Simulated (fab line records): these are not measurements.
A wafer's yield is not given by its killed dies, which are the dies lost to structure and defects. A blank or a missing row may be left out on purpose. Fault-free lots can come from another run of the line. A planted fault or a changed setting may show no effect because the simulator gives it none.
Chamber matching | flow n5Finfet | N5_MOL_CONTACT_COAG_ETCH_48 on rieDiel-05: 4 sister chambers
The step etches SiOC in C4F6/O2, target depth 15 nm, overetch 4.5 nm, time 17 s. 16 wafers are shown with their chamber, then 8 later ones without.

== EACH WAFER AND ITS CHAMBER ==
wafer  | chamber | rfVppV (V) | drypumpMotorCurrentA (A) | throttleValvePct (%)
L075.1 | 0       | 1570       | 5.2                      | 40.2
L075.3 | 3       | 1552       | 4.7                      | 40.3
L075.4 | 1       | 1549       | 5.8                      | 40.7
L077.2 | 0       | 1569       | 5.2                      | 40.2
L077.5 | 3       | 1553       | 4.7                      | 40.4
L077.6 | 0       | 1569       | 5.2                      | 40.2
L082.2 | 0       | 1569       | 5.2                      | 40.2
L082.4 | 3       | 1553       | 4.7                      | 40.4
L082.5 | 3       | 1554       | 4.7                      | 40.3
L087.2 | 2       | 1629       | 5.9                      | 40.7
L087.4 | 1       | 1547       | 5.9                      | 40.7
L087.6 | 1       | 1545       | 5.9                      | 40.7
L089.1 | 0       | 1569       | 5.2                      | 40.2
L089.3 | 2       | 1628       | 6.0                      | 40.7
L089.6 | 1       | 1547       | 5.9                      | 40.7
L090.2 | 3       | 1554       | 4.7                      | 40.4

SIGNATURES, as means of the wafers listed above
reading              | chamber 0 | chamber 1 | chamber 2 | chamber 3 | scatter within a chamber
rfVppV               | 1569.20   | 1547.00   | 1628.50   | 1553.20   | 1
drypumpMotorCurrentA | 5.200     | 5.875     | 5.950     | 4.700     | 0.0323
throttleValvePct     | 40.200    | 40.700    | 40.700    | 40.360    | 0.0316
Rule: distance of a wafer from a chamber = root of the sum over the readings of ((wafer's reading minus chamber's mean) / reading's scatter) squared. If the next closest chamber is less than 2 further off than the closest, the wafer can't be placed; otherwise it belongs to the closest. The scatter: take each reading less its chamber's mean, square it, sum over the shown wafers, divide by the number of wafers less the number of chambers, and take the root.

== WAFERS WHOSE CHAMBER IS MISSING ==
wafer  | rfVppV (V) | drypumpMotorCurrentA (A) | throttleValvePct (%)
L090.4 | 1546       | 5.9                      | 40.7
L090.5 | 1553       | 4.7                      | 40.4
L091.1 | 1628       | 6.0                      | 40.7
L091.4 | 1572       | 5.2                      | 40.2
L091.6 | 1546       | 5.8                      | 40.7
L096.1 | 1568       | 5.1                      | 40.2
L096.4 | 1552       | 4.7                      | 40.4
L096.5 | 1547       | 5.8                      | 40.7

== CHAMBER TAKEN BY EACH ==
wafer  | from the rows above | in truth
L090.4 | 1                   | 1
L090.5 | 3                   | 3
L091.1 | 2                   | 2
L091.4 | 0                   | 0
L091.6 | 1                   | 1
L096.1 | 0                   | 0
L096.4 | 3                   | 3
L096.5 | 1                   | 1
Correctly placed: 8 of 8. Number that these rows cannot place: 0. Number placed wrongly: 0.
